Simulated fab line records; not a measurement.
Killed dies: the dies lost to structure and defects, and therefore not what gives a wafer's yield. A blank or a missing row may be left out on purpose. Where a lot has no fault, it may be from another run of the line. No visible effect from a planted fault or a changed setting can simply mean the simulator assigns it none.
Split-lot trial || flow n5_finfet || 39 wafers read from 7 lots, route of 1938 steps

ON THE SPLIT
At N5_BEOL_M9_ETCH_62 (etches SOC in N2/H2, target depth 110 nm, overetch 22 nm, time 165 s), the setting time_s was moved away from the recipe's 165 s on 15 of the 39 wafers read, by -34.6% to +56.8%. This setting was run at the recipe's value on the other wafers.

The reading comes from the split's own step.

THE READING
SiARC_of_BEOL_M9_COAT_60.thk_nm (the simulator's own value, which no gauge read), in nm, at N5_BEOL_M9_ETCH_62 (etches SOC in N2/H2, target depth 110 nm, overetch 22 nm, time 165 s). No usual value for it is given in the file. The 24 wafers here that ran the recipe average 23.6 nm, standard deviation 0.3 nm.

{"wafer": "L076.1", "tool, chamber at the split": "rie_diel-02, 1", "time_s as run, s": 112.6, "against the recipe": "-31.8%", "SiARC_of_BEOL_M9_COAT_60.thk_nm, nm": 25.6, "against lot-mates on the recipe": "+2.0"}
{"wafer": "L076.2", "tool, chamber at the split": "rie_diel-02, 3", "time_s as run, s": 165, "against the recipe": "recipe", "SiARC_of_BEOL_M9_COAT_60.thk_nm, nm": 23.8, "against lot-mates on the recipe": "-"}
{"wafer": "L076.6", "tool, chamber at the split": "rie_diel-02, 3", "time_s as run, s": 165, "against the recipe": "recipe", "SiARC_of_BEOL_M9_COAT_60.thk_nm, nm": 23.8, "against lot-mates on the recipe": "-"}
{"wafer": "L076.3", "tool, chamber at the split": "rie_diel-02, 2", "time_s as run, s": 112.6, "against the recipe": "-31.8%", "SiARC_of_BEOL_M9_COAT_60.thk_nm, nm": 25.8, "against lot-mates on the recipe": "+2.2"}
{"wafer": "L076.5", "tool, chamber at the split": "rie_diel-02, 2", "time_s as run, s": 112.6, "against the recipe": "-31.8%", "SiARC_of_BEOL_M9_COAT_60.thk_nm, nm": 25.8, "against lot-mates on the recipe": "+2.2"}
{"wafer": "L076.4", "tool, chamber at the split": "rie_diel-02, 0", "time_s as run, s": 165, "against the recipe": "recipe", "SiARC_of_BEOL_M9_COAT_60.thk_nm, nm": 23.2, "against lot-mates on the recipe": "-"}
{"wafer": "L077.1", "tool, chamber at the split": "rie_diel-06, 1", "time_s as run, s": 165, "against the recipe": "recipe", "SiARC_of_BEOL_M9_COAT_60.thk_nm, nm": 24, "against lot-mates on the recipe": "-"}
{"wafer": "L077.2", "tool, chamber at the split": "rie_diel-06, 3", "time_s as run, s": 165, "against the recipe": "recipe", "SiARC_of_BEOL_M9_COAT_60.thk_nm, nm": 23.4, "against lot-mates on the recipe": "-"}
{"wafer": "L077.3", "tool, chamber at the split": "rie_diel-06, 2", "time_s as run, s": 107.9, "against the recipe": "-34.6%", "SiARC_of_BEOL_M9_COAT_60.thk_nm, nm": 25.4, "against lot-mates on the recipe": "+1.9"}
{"wafer": "L077.4", "tool, chamber at the split": "rie_diel-06, 0,3", "time_s as run, s": 107.9, "against the recipe": "-34.6%", "SiARC_of_BEOL_M9_COAT_60.thk_nm, nm": 25.6, "against lot-mates on the recipe": "+2.1"}
{"wafer": "L077.5", "tool, chamber at the split": "rie_diel-06, 0,3", "time_s as run, s": 107.9, "against the recipe": "-34.6%", "SiARC_of_BEOL_M9_COAT_60.thk_nm, nm": 25.6, "against lot-mates on the recipe": "+2.1"}
{"wafer": "L077.6", "tool, chamber at the split": "rie_diel-06, 2", "time_s as run, s": 165, "against the recipe": "recipe", "SiARC_of_BEOL_M9_COAT_60.thk_nm, nm": 23, "against lot-mates on the recipe": "-"}
{"wafer": "L078.2", "tool, chamber at the split": "rie_diel-02, 1", "time_s as run, s": 165, "against the recipe": "recipe", "SiARC_of_BEOL_M9_COAT_60.thk_nm, nm": 23.6, "against lot-mates on the recipe": "-"}
{"wafer": "L078.5", "tool, chamber at the split": "rie_diel-02, 1", "time_s as run, s": 165, "against the recipe": "recipe", "SiARC_of_BEOL_M9_COAT_60.thk_nm, nm": 23.6, "against lot-mates on the recipe": "-"}
{"wafer": "L078.3", "tool, chamber at the split": "rie_diel-02, 0", "time_s as run, s": 165, "against the recipe": "recipe", "SiARC_of_BEOL_M9_COAT_60.thk_nm, nm": 23.4, "against lot-mates on the recipe": "-"}
{"wafer": "L089.1", "tool, chamber at the split": "rie_diel-02, 3,1", "time_s as run, s": 165, "against the recipe": "recipe", "SiARC_of_BEOL_M9_COAT_60.thk_nm, nm": 23.8, "against lot-mates on the recipe": "-"}
{"wafer": "L089.4", "tool, chamber at the split": "rie_diel-02, 3,1", "time_s as run, s": 165, "against the recipe": "recipe", "SiARC_of_BEOL_M9_COAT_60.thk_nm, nm": 23.8, "against lot-mates on the recipe": "-"}
{"wafer": "L089.2", "tool, chamber at the split": "rie_diel-02, 2", "time_s as run, s": 165, "against the recipe": "recipe", "SiARC_of_BEOL_M9_COAT_60.thk_nm, nm": 24, "against lot-mates on the recipe": "-"}
{"wafer": "L089.3", "tool, chamber at the split": "rie_diel-02, 0", "time_s as run, s": 223.4, "against the recipe": "+35.4%", "SiARC_of_BEOL_M9_COAT_60.thk_nm, nm": 21, "against lot-mates on the recipe": -2.9}
{"wafer": "L089.5", "tool, chamber at the split": "rie_diel-02, 2", "time_s as run, s": 223.4, "against the recipe": "+35.4%", "SiARC_of_BEOL_M9_COAT_60.thk_nm, nm": 22, "against lot-mates on the recipe": -1.9}
{"wafer": "L089.6", "tool, chamber at the split": "rie_diel-02, 1", "time_s as run, s": 223.4, "against the recipe": "+35.4%", "SiARC_of_BEOL_M9_COAT_60.thk_nm, nm": 21.4, "against lot-mates on the recipe": -2.5}
{"wafer": "L088.1", "tool, chamber at the split": "rie_diel-05, 1,3", "time_s as run, s": 241.9, "against the recipe": "+46.6%", "SiARC_of_BEOL_M9_COAT_60.thk_nm, nm": 20.6, "against lot-mates on the recipe": -2.8}
{"wafer": "L088.4", "tool, chamber at the split": "rie_diel-05, 1,3", "time_s as run, s": 241.9, "against the recipe": "+46.6%", "SiARC_of_BEOL_M9_COAT_60.thk_nm, nm": 20.6, "against lot-mates on the recipe": -2.8}
{"wafer": "L088.2", "tool, chamber at the split": "rie_diel-05, 0,0,1", "time_s as run, s": 165, "against the recipe": "recipe", "SiARC_of_BEOL_M9_COAT_60.thk_nm, nm": 23.4, "against lot-mates on the recipe": "-"}
{"wafer": "L088.5", "tool, chamber at the split": "rie_diel-05, 0,0,1", "time_s as run, s": 165, "against the recipe": "recipe", "SiARC_of_BEOL_M9_COAT_60.thk_nm, nm": 23.4, "against lot-mates on the recipe": "-"}
{"wafer": "L088.6", "tool, chamber at the split": "rie_diel-05, 0,0,1", "time_s as run, s": 165, "against the recipe": "recipe", "SiARC_of_BEOL_M9_COAT_60.thk_nm, nm": 23.4, "against lot-mates on the recipe": "-"}
{"wafer": "L088.3", "tool, chamber at the split": "rie_diel-05, 3", "time_s as run, s": 241.9, "against the recipe": "+46.6%", "SiARC_of_BEOL_M9_COAT_60.thk_nm, nm": 20.8, "against lot-mates on the recipe": -2.6}
{"wafer": "L092.1", "tool, chamber at the split": "rie_diel-06, 2", "time_s as run, s": 165, "against the recipe": "recipe", "SiARC_of_BEOL_M9_COAT_60.thk_nm, nm": 23, "against lot-mates on the recipe": "-"}
{"wafer": "L092.2", "tool, chamber at the split": "rie_diel-06, 3", "time_s as run, s": 165, "against the recipe": "recipe", "SiARC_of_BEOL_M9_COAT_60.thk_nm, nm": 23.6, "against lot-mates on the recipe": "-"}
{"wafer": "L092.3", "tool, chamber at the split": "rie_diel-06, 0", "time_s as run, s": 165, "against the recipe": "recipe", "SiARC_of_BEOL_M9_COAT_60.thk_nm, nm": 23.4, "against lot-mates on the recipe": "-"}
{"wafer": "L092.4", "tool, chamber at the split": "rie_diel-06, 1", "time_s as run, s": 165, "against the recipe": "recipe", "SiARC_of_BEOL_M9_COAT_60.thk_nm, nm": 23.8, "against lot-mates on the recipe": "-"}
{"wafer": "L092.6", "tool, chamber at the split": "rie_diel-06, 1", "time_s as run, s": 165, "against the recipe": "recipe", "SiARC_of_BEOL_M9_COAT_60.thk_nm, nm": 23.8, "against lot-mates on the recipe": "-"}
{"wafer": "L092.5", "tool, chamber at the split": "rie_diel-06, 2", "time_s as run, s": 165, "against the recipe": "recipe", "SiARC_of_BEOL_M9_COAT_60.thk_nm, nm": 23.2, "against lot-mates on the recipe": "-"}
{"wafer": "L095.1", "tool, chamber at the split": "rie_diel-02, 0", "time_s as run, s": 258.8, "against the recipe": "+56.8%", "SiARC_of_BEOL_M9_COAT_60.thk_nm, nm": 19.4, "against lot-mates on the recipe": -4.5}
{"wafer": "L095.2", "tool, chamber at the split": "rie_diel-02, 3", "time_s as run, s": 165, "against the recipe": "recipe", "SiARC_of_BEOL_M9_COAT_60.thk_nm, nm": 23.8, "against lot-mates on the recipe": "-"}
{"wafer": "L095.3", "tool, chamber at the split": "rie_diel-02, 2", "time_s as run, s": 165, "against the recipe": "recipe", "SiARC_of_BEOL_M9_COAT_60.thk_nm, nm": 24, "against lot-mates on the recipe": "-"}
{"wafer": "L095.6", "tool, chamber at the split": "rie_diel-02, 2", "time_s as run, s": 165, "against the recipe": "recipe", "SiARC_of_BEOL_M9_COAT_60.thk_nm, nm": 24, "against lot-mates on the recipe": "-"}
{"wafer": "L095.4", "tool, chamber at the split": "rie_diel-02, 1", "time_s as run, s": 258.8, "against the recipe": "+56.8%", "SiARC_of_BEOL_M9_COAT_60.thk_nm, nm": 20.2, "against lot-mates on the recipe": -3.7}
{"wafer": "L095.5", "tool, chamber at the split": "rie_diel-02, 1", "time_s as run, s": 258.8, "against the recipe": "+56.8%", "SiARC_of_BEOL_M9_COAT_60.thk_nm, nm": 20, "against lot-mates on the recipe": -3.9}
When a row names more than one chamber, that row covers several wafers, and the file does not tell which wafer ran in which chamber.

THE FIT
A straight line over all 39 wafers: SiARC_of_BEOL_M9_COAT_60.thk_nm changes by -0.0629 nm for each +1% of time_s; r = -0.98; the points scatter about the line by 0.31 nm.
The same after taking each lot's own level away (the mean of its wafers on the recipe; 39 wafers): -0.0656 nm for each +1%; r = -0.99; scatter 0.29 nm.
The reading moves by 3.7 nm for the largest change in time_s, on that fit.
Measured against the standard deviation above, the lots' own levels, which go from 23.40 to 23.93 nm, span 1.8 times it.
The two slopes are in agreement: the lot-to-lot level therefore moves the slope only a little.
Check: for one of the wafers moved furthest among these (+56.8%), held out of the fit, the line's prediction against its lot-mates is -3.63 nm. Against them it came out at -4.53 nm.

THESE WAFERS: OTHER SPLITS
Before the reading, these wafers also passed through other splits. Each is held against what the fit with the lots' levels taken away leaves over:
{"other split on the same wafers": "N5_FIN_SAQP_ETCH_65 time_s", "wafers away from the commonest value": 15, "r with SiARC_of_BEOL_M9_COAT_60.thk_nm (lot level and that fit taken away)": "+0.02"}
{"other split on the same wafers": "N5_SDB_ETCH_25 time_s", "wafers away from the commonest value": 12, "r with SiARC_of_BEOL_M9_COAT_60.thk_nm (lot level and that fit taken away)": "+0.25"}
{"other split on the same wafers": "N5_MOL_CONTACT_COAG_VIA_ETCH_46 target_depth_a", "wafers away from the commonest value": 12, "r with SiARC_of_BEOL_M9_COAT_60.thk_nm (lot level and that fit taken away)": "+0.28"}
{"other split on the same wafers": "N5_BEOL_M5_TRENCH_ETCH_37 time_s", "wafers away from the commonest value": 15, "r with SiARC_of_BEOL_M9_COAT_60.thk_nm (lot level and that fit taken away)": "+0.12"}

THE WHOLE CHAIN: every reading that the file lists as answering this split, in the file's order
{"step": "N5_BEOL_M9_ETCH_62", "what it does": "etches SOC in N2/H2, target depth 110 nm, overetch 22 nm, time 165 s", "reading": "SiARC_of_BEOL_M9_COAT_60.thk_nm (the simulator's own value, which no gauge read)", "change (the file's fit)": "-0.0658 nm for each +1% of the setting", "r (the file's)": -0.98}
{"step": "N5_BEOL_M9_HM_OPEN_17", "what it does": "chemistry Cl2/BCl3, target TiN, target depth 20 nm, overetch 6 nm", "reading": "etch.depth_nm (the simulator's own value, which no gauge read)", "change (the file's fit)": "not straight: 20.14 at the lowest setting, 20.03 at the recipe, 10.83 at the highest", "r (the file's)": "not given"}
{"step": "N5_BEOL_M9_OCD_MEAS_38", "what it does": "", "reading": "trench_depth_nm", "change (the file's fit)": "not straight: 2 at the lowest setting, 150 at the recipe, 151 at the highest", "r (the file's)": "not given"}

THE FILE'S OWN FIT
SiARC_of_BEOL_M9_COAT_60.thk_nm changes by -0.0658 nm for each +1% of time_s, r = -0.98.
